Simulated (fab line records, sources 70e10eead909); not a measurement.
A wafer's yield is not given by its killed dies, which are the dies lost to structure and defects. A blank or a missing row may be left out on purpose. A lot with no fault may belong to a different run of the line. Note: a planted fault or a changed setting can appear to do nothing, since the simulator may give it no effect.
fab line records | flow nand_harc
[record] lots = 13 wafers = 38 last_day = 33
route steps=1302 shown A_SLIT@937 A_WL_FILL@954 END@1302
lots with no fault: from the same line, run without faults
start_h: hours from the record's first day to the start of the lot's first wafer shown | wait_h: how many hours have passed since the lot's step before this one | " the same as in the row above | L1.1+2: one row covering several wafers at once | - no value, or no start given | * or withheld: withheld | < > ~ a bound
route shown NAME@n: a module of which the file shows steps, and the number in the route of the first | usual: average and standard deviation across the fault-free wafers | same: alike in all rows | chamber/n: place in a boat | sites: each site's reading | _std_site: the values' standard deviation | _edge_site: outer sites' mean less inner sites' | radius_mm: for every site, how far away it sits from the centre of the wafer | mask NAME#n: copy n | behind: tool/chamber where the wafer was last shaped | hold: cause of the lot's hold/its duration in hours/its outcome | device: whichever transistor did not switch (one of n, p or np) | end of line: tests run on the same wafers once the route is complete | for a step that has no rows: nothing shown but its recipe | killed: count of dies lost to structure and defects at first sort (not the wafer's yield) | map: per-die view of a wafer (x killed, . not killed, _ where there is no die)
set.NAME: the run value of the setting; set.NAME@STEP: its run value at that earlier step | model.NAME: the simulator's own value behind a step, which no gauge read
one table for each step of the route and one row for each wafer, over a sample of lots
services: a tool's chamber out of use, with start hour (start_h, from the record's first day; less than 0 if before it), hours out, and reason
[[steps]]
[step NHARC_A_SLIT_ETCH_24]
[recipe] target_depth_a = 1210 time_s = 60.5 cf4_flow_sccm = 100 chf3_flow_sccm = 30 ar_flow_sccm = 0 rf_w = 500 bias_w = 200 chemistry = CF4/CHF3
[usual] drypump_motor_current_A = 5.7/0.31 oes_product_au = 0.959/0.017 rf_vpp_V = 369.4/2.2 showerhead_plenum_p_Torr = 1.54/0.06 throttle_valve_pct = 16.802/0.0081
// columns lot.wafer tool chamber start_h wait_h drypump_motor_current_A oes_product_au rf_hours_counter_h rf_vpp_V showerhead_plenum_p_Torr throttle_valve_pct
L904.1 rie_diel-09 3 456.79 0.1 6.3 0.954 7.3 367.1 1.50 16.810
L904.2 " 0 " " 5.6 0.945 7.9 366.6 1.47 16.813
L904.6 " 0 " " 5.6 0.955 - 368.4 1.47 16.804
L906.2 rie_diel-04 3 476.40 0.1 5.5 0.978 7.0 370.6 1.62 16.817
L906.4 " 0 " " 5.8 0.977 8.1 369.0 1.56 16.800
L906.3 " 2 " " 5.4 0.973 7.5 370.0 1.58 16.809
L907.1 rie_diel-09 3 477.86 0.1 6.3 0.970 9.3 369.5 1.50 16.792
L907.6 " 0 " " 5.6 0.939 - 367.6 1.47 16.801
L907.5 " 1 " " 5.8 0.947 - 368.7 1.51 16.800
L908.4 rie_diel-09 0 486.56 0.1 5.6 0.967 10.4 364.7 1.47 16.800
L908.5 " 2 " " 5.9 0.981 - 368.7 1.48 16.793
L908.6 " 3 " " 6.4 0.978 - 366.9 1.49 16.793
L909.2 rie_diel-04 2 486.72 0.1 5.4 0.924 8.4 371.5 1.58 16.795
L909.5 " 0 " " 5.8 0.931 - 371.2 1.56 16.788
L909.6 " 1 " " 5.9 0.932 - 372.6 1.63 16.811
L910.1 rie_diel-09 1 513.33 0.1 5.8 0.958 0.3 367.9 1.51 16.802
L910.4 " 3 " " 6.4 0.981 0.7 367.6 1.49 16.802
L910.6 " 0 " " 5.6 0.978 - 367.9 1.47 16.805
L911.3 rie_diel-09 3 514.61 0.1 6.3 0.964 1.1 367.8 1.49 16.805
L911.1 " 1 " " 5.8 0.973 1.3 369.0 1.51 16.811
L911.6 " 0 " " 5.6 0.955 - 368.0 1.47 16.801
L913.1 rie_diel-09 2 540.31 0.1 5.8 0.968 2.4 367.7 1.48 16.811
L913.5 " 0 " " 5.6 0.963 - 367.4 1.47 16.802
L913.6 " 1 " " 5.8 0.975 - 368.1 1.51 16.810
L914.2 rie_diel-09 0 559.31 0.1 5.6 0.954 3.3 366.4 1.47 16.792
L914.3 " 2 " " 5.9 0.952 3.6 366.7 1.48 16.792
L914.5 " 0 " " 5.6 0.959 - 367.1 1.47 16.808
L919.3 rie_diel-04 3 590.83 0.1 5.5 0.925 1.9 372.1 1.61 16.793
L919.5 " 1 " " 5.8 0.920 - 373.7 1.63 16.791
L921.1 rie_diel-09 1 609.34 0.1 5.9 0.989 7.5 369.2 1.51 16.790
L921.2 " 2 " " 5.9 0.984 7.0 367.0 1.48 16.800
L921.5 " 0 " " 5.6 0.967 - 366.6 1.47 16.795
L925.2 rie_diel-07 2 646.15 0.1 5.1 0.978 6.5 373.9 1.63 16.809
L925.1 " 3 " " 5.2 0.948 9.2 372.9 1.62 16.805
L925.5 " 1 " " 5.4 0.975 - 366.9 1.50 16.785
L927.2 rie_diel-04 3 682.96 0.1 5.5 0.980 7.1 372.2 1.61 16.803
L927.4 " 0 " " 5.7 0.997 7.6 370.1 1.55 16.802
L927.1 " 1 " " 5.8 0.963 8.3 372.7 1.62 16.791
[step NHARC_A_WL_FILL_ALD_02]
[recipe] target_thk_a = 20 pulse_time_s = 3 ald_cycles = 100 temp_c = 450 material = TiN
[usual] ald_cycles = 100/0 heater_power_w = 1078/110 precursor_pulse_height_rel = 0.998/0.021
// columns lot.wafer tool chamber start_h wait_h ald_cycles heater_power_w precursor_pulse_height_rel
L904.2 ald_metal-03 0 470.11 0.2 100 1027 1.006
L904.1 " 3 " " 100 1234 0.973
L904.6 " 0 " " 100 1069 1.011
L906.2 ald_metal-04 3 489.86 0.2 100 944 0.966
L906.3 " 1 " " 100 1226 0.991
L906.4 " 2 " " 100 964 0.967
L907.1 ald_metal-01 3 493.82 0.2 100 1045 1.005
L907.6 " 2 " " 100 1173 0.993
L907.5 " 3 " " 100 1059 0.998
L908.4 ald_metal-01 0 500.02 0.1 100 1021 0.965
L908.5 " 3 " " 100 1022 0.982
L908.6 " 0 " " 100 1006 1.025
L909.2 ald_metal-04 0 503.68 0.2 100 1001 0.992
L909.5 " 2 " " 100 964 0.978
L909.6 " 3 " " 100 985 1.014
L911.1 ald_metal-03 1 526.75 0.2 100 1085 0.991
L911.3 " 3 " " 100 1189 0.972
L911.6 " 0 " " 100 1067 1.013
L910.1 ald_metal-04 0 526.77 0.3 100 1032 0.986
L910.4 " 1 " " 100 1235 0.986
L910.6 " 2 " " 100 977 1.048
L913.1 ald_metal-03 3 553.97 0.2 100 1225 1.021
L913.6 " 2 " " 100 1297 1.009
L913.5 " 3 " " 100 1232 1.009
L914.3 ald_metal-04 2 573.19 0.2 100 978 0.994
L914.2 " 3 " " 100 956 0.987
L914.5 " 0 " " 100 1027 1.009
L919.3 ald_metal-04 1 604.14 0.2 100 1265 0.998
L919.5 " 1 " " 49 1212 0.979
L921.2 ald_metal-04 2 622.83 0.2 49 971 0.995
L921.1 " 1 " " 100 1249 0.974
L921.5 " 3 " " 49 958 0.991
L925.2 ald_metal-03 2 659.54 0.2 100 1347 0.981
L925.1 " 3 " " 100 1151 0.963
L925.5 " 2 " " 100 1353 0.994
L927.4 ald_metal-01 1 695.79 0.1 100 1090 0.996
L927.2 " 2 " " 100 1174 0.999
L927.1 " 3 " " 100 973 0.969
[step NHARC_A_WL_FILL_CVD_03]
[recipe] target_thk_a = 400 temp_c = 300 pressure_torr = 40 wf6_flow_sccm = 40 h2_flow_sccm = 1600 ar_flow_sccm = 1560 time_s = 279 material = W
[usual] heater_power_w = 462/39 throttle_valve_pct = 7.90/0.22
// columns lot.wafer tool chamber start_h wait_h heater_power_w throttle_valve_pct
L904.2 cvd_w-02 1 470.64 0.2 462 8.11
L904.1 " 0 " " 490 8.21
L904.6 " 1 " " 457 7.92
L906.2 cvd_w-01 0 490.29 0.1 475 7.55
L906.4 " 0 " " 469 7.69
L906.3 " 1 " " 406 7.89
L907.1 cvd_w-01 1 494.22 0.1 404 7.95
L907.6 " 1 " " 411 7.57
L907.5 " 0 " " 456 7.47
L908.4 cvd_w-02 1 500.52 0.2 468 7.57
L908.6 " 1 " " 464 7.83
L908.5 " 0 " " 504 7.98
L909.2 cvd_w-01 0 504.04 0.1 458 7.67
L909.6 " 0 " " 464 7.48
L909.5 " 1 " " 410 7.75
L910.1 cvd_w-01 1 527.13 0.1 396 8.02
L910.4 " 0 " " 472 7.70
L910.6 " 0 " " 467 7.72
L911.1 cvd_w-02 0 527.20 0.1 513 7.95
L911.3 " 0 " " 510 8.12
L911.6 " 1 " " 466 8.29
L913.1 cvd_w-02 1 554.42 0.1 463 7.94
L913.5 " 0 " " 523 8.06
L913.6 " 1 " " 470 7.89
L914.2 cvd_w-02 1 573.55 0.1 465 8.30
L914.3 " 1 " " 463 8.09
L914.5 " 0 " " 511 8.27
L919.3 cvd_w-02 1 604.64 0.2 467 7.96
L919.5 " 1 " " 464 8.44
L921.2 cvd_w-02 0 623.27 0.1 514 8.20
L921.1 " 1 " " 472 7.91
L921.5 " 1 " " 458 8.06
L925.2 cvd_w-02 1 659.98 0.1 451 7.44
L925.1 " 0 " " 518 8.12
L925.5 " 1 " " 458 7.59
L927.1 cvd_w-01 0 696.19 0.1 468 7.88
L927.2 " 0 " " 490 7.69
L927.4 " 0 " " 487 7.72
[step NHARC_A_WL_FILL_ETCHBACK_16]
[recipe] target_depth_a = 1200 time_s = 24 c4f8_flow_sccm = withheld o2_flow_sccm = 8 ar_flow_sccm = withheld rf_w = 600 bias_w = 800 chemistry = C4F8/O2/Ar
[usual] oes_product_au = 0.985/0.026 rf_vpp_V = 721/3.8
// columns lot.wafer tool chamber start_h wait_h oes_product_au rf_hours_counter_h rf_vpp_V
L904.2 rie_diel-11 1 - - 0.996 2.9 719
L904.1 " 2 " " 0.981 2.4 716
L904.6 " 1 " " 0.995 - 720
L906.3 rie_diel-11 2 - - 0.992 3.6 715
L906.4 " 3 " " 1.000 3.6 724
L906.2 " 1 " " 1.014 4.6 719
L907.1 rie_diel-08 3 - - 0.998 3.6 723
L907.6 " 1 " " 0.978 - 724
L907.5 " 2 " " 0.982 - 717
L908.4 rie_diel-06 0 - - 1.001 0.7 717
L908.6 " 0 " " 1.008 - 718
L908.5 " 1 " " 0.999 - 722
L909.2 rie_diel-11 1 - - 0.929 4.8 720
L909.5 " 0 " " 0.926 - 727
L909.6 " 1 " " 0.929 - 720
L911.3 rie_diel-11 1 - - 1.014 6.4 719
L911.1 " 2 " " 0.998 5.0 717
L911.6 " 2 " " 0.998 - 718
L910.1 rie_diel-08 1 - - 0.991 3.8 723
L910.4 " 2 " " 0.994 4.0 716
L910.6 " 1 " " 0.998 - 723
L913.1 rie_diel-08 1 - - 0.987 0.6 723
L913.6 " 1 " " 0.990 - 722
L913.5 " 2 " " 0.977 - 717
L914.3 rie_diel-11 0 - - 0.995 9.4 724
L914.2 " 2 " " 0.989 8.3 716
L914.5 " 0 " " 0.998 - 726
L919.3 rie_diel-08 1 - - 1.007 1.7 724
L919.5 " 2 " " 0.992 - 717
L921.1 rie_diel-06 2 - - 1.010 3.9 728
L921.2 " 3 " " 1.001 3.9 718
L921.5 " 1 " " 1.002 - 721
L925.2 rie_diel-08 2 - - 0.987 3.3 718
L925.1 " 0 " " 1.001 3.4 722
L925.5 " 2 " " 0.997 - 717
L927.2 rie_diel-08 1 - - 0.927 3.4 724
L927.1 " 2 " " 0.909 3.7 718
L927.4 " 0 " " 0.937 3.8 722
[step NHARC_END_SORT_01]
[recipe] temp_c = 25
[usual] killed_at_array = 46/15 killed_at_other = 0.8/1.1 killed_at_periphery = 4.0/2.9 killed_dies = 50/15 killed_open = 3.2/1.8 killed_short = 2.3/1.6
[same] gross_dies = 677
// columns lot.wafer tool chamber start_h wait_h killed_at_array killed_at_other killed_at_periphery killed_dies killed_open killed_short
L907.1 prober-01 0 584.65 2.5 58 2 7 67 4 2
L907.5 prober-01 0 587.81 3.7 46 1 10 57 5 5
L907.6 prober-01 0 588.60 3.9 54 0 9 63 3 3
L919.3 prober-02 0 707.89 3.1 36 0 2 38 5 5
L919.5 prober-02 0 709.48 3.7 676 1 0 677 3 0
L921.1 prober-02 0 721.20 2.5 40 0 8 48 3 2
L921.2 prober-02 0 722.00 2.8 671 2 4 677 0 3
L921.5 prober-02 0 724.42 3.7 673 0 4 677 4 5
// killed by level:class
L907.1 A_CHANNEL_HOLE_D2:chamber_film_flake=27 A_CHANNEL_HOLE_D1:chamber_film_flake=18 A_STAIRCASE:chamber_film_flake=4 P_GATE:chamber_film_flake=2 P_CONTACT:chamber_film_flake=2 P_M2:chamber_film_flake=2 THIN_TSV:chamber_film_flake=2 A_ONON_D1:geometric_particle:short=1
L907.5 A_CHANNEL_HOLE_D2:chamber_film_flake=19 A_CHANNEL_HOLE_D1:chamber_film_flake=14 P_CONTACT:chamber_film_flake=5 A_CHANNEL_FILL_D1:geometric_particle:short=2 A_CHANNEL_FILL_D2:geometric_particle:open=2 P_M2:chamber_film_flake=2 A_STAIRCASE:chamber_film_flake=2 P_STI:geometric_particle:short=1
L907.6 A_CHANNEL_HOLE_D2:chamber_film_flake=30 A_CHANNEL_HOLE_D1:chamber_film_flake=15 P_CONTACT:chamber_film_flake=3 A_WL_FILL:geometric_particle:short=2 P_GATE:chamber_film_flake=2 A_WL_FILL:chamber_film_flake=2 P_CONTACT:geometric_particle:open=1 P_M2:geometric_particle:open=1
L919.3 A_SLIT:chamber_film_flake=15 A_CHANNEL_HOLE_D2:chamber_film_flake=6 A_CONTACT:chamber_film_flake=3 A_M1:geometric_particle:short=2 A_CHANNEL_HOLE_D1:chamber_film_flake=2 A_STAIRCASE:chamber_film_flake=2 P_GATE:geometric_particle:open=1 P_M0:geometric_particle:open=1
L919.5 A_WL_FILL:area_ald=621 A_SLIT:chamber_film_flake=25 A_CHANNEL_HOLE_D2:chamber_film_flake=14 A_CONTACT:chamber_film_flake=9 A_CHANNEL_HOLE_D1:chamber_film_flake=4 A_WL_FILL:geometric_particle:open=1 A_BLC:geometric_particle:open=1 A_M1:geometric_particle:open=1
L921.1 A_SLIT:chamber_film_flake=21 A_CHANNEL_HOLE_D1:chamber_film_flake=9 P_M0:chamber_film_flake=5 A_STAIRCASE:chamber_film_flake=3 A_CONTACT:chamber_film_flake=2 P_CONTACT:geometric_particle:open=1 P_M0:geometric_particle:open=1 A_WL_FILL:chamber_film_flake=1
L921.2 A_WL_FILL:area_ald=628 A_SLIT:chamber_film_flake=25 A_CHANNEL_HOLE_D1:chamber_film_flake=8 A_WL_FILL:chamber_film_flake=3 A_CONTACT:chamber_film_flake=3 P_STI:chamber_film_flake=2 THIN_TSV:chamber_film_flake=2 P_M1:geometric_particle:short=1
L921.5 A_WL_FILL:area_ald=621 A_SLIT:chamber_film_flake=27 A_CHANNEL_HOLE_D1:chamber_film_flake=10 A_STAIRCASE:chamber_film_flake=4 A_BLC:geometric_particle:short=2 P_M0:chamber_film_flake=2 A_WL_FILL:chamber_film_flake=2 A_CONTACT:chamber_film_flake=2
[[services]]
// columns tool chamber start_h hours kind
cvd_w-02 - 450.00 13.0 pm
ald_metal-04 - 459.64 0.2 repair
ald_metal-04 - 474.00 10.0 pm
ald_metal-03 - 490.37 1.2 repair
rie_diel-09 - 497.10 9.0 pm
rie_diel-04 2 526.44 2.9 repair
ald_metal-04 - 529.29 0.6 repair
rie_diel-04 - 531.98 9.0 pm
rie_diel-08 3 542.31 17.6 repair
rie_diel-08 - 544.80 9.0 pm
cvd_w-01 - 547.51 13.0 pm
rie_diel-04 - 552.14 2.3 repair
ald_metal-03 - 568.00 10.0 pm
rie_diel-11 - 609.50 9.0 pm
cvd_w-02 - 631.06 13.0 pm
rie_diel-09 - 640.04 0.2 repair
cvd_w-02 - 651.29 0.5 repair
ald_metal-04 - 652.00 10.0 pm
rie_diel-11 3 667.90 5.9 repair
rie_diel-09 - 674.15 9.0 pm
rie_diel-08 0 676.31 1.3 repair
rie_diel-11 - 677.74 0.2 repair
cvd_w-01 1 683.97 17.3 repair
ald_metal-03 3 694.68 20.4 repair
[[key]]
[first_sign] step = NHARC_A_WL_FILL_ALD_02 reading = ald_cycles direction = down sigmas = 99+ usual = 100 struck = 49
[effect] step = NHARC_END_SORT_01 reading = killed_at_array direction = up sigmas = 41 usual = 46 struck = 673
[more_kills_born_at] NHARC_A_WL_FILL_ALD_02@ald_metal-04 = 1870
met_at NHARC_A_WL_FILL_ALD_02
struck_lots L919,L921
struck_wafers L919.5,L921.2,L921.5
later_rows_left_out L919.5,L921.2,L921.5
tester_left_out L919,L921
not_acting_at NHARC_A_SLIT_ETCH_24,NHARC_A_WL_FILL_CVD_03,NHARC_A_WL_FILL_ETCHBACK_16
onset_between 573.19 604.14
[fault] kind = process_parameter_drift tool = ald_metal-04 chamber = - onset_h = 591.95 steps = NHARC_A_WL_FILL_ALD_02 channel = ald_cycles offset = -51 shape = step end_h = 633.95 scope = struck_wafers_only acts_in = these_recipes_only stated = 100
// tester_left_out: of these lots the tester's yield and bins aren't shown, on N5 and GAA mostly nor the transistor test; their killed dies are dies lost to structure and defects alone, not to doping, threshold or leakage, so they don't give the yield
// later_rows_left_out: the simulator's readings of these wafers behind a module that went badly wrong aren't trusted and aren't shown, but for the sort
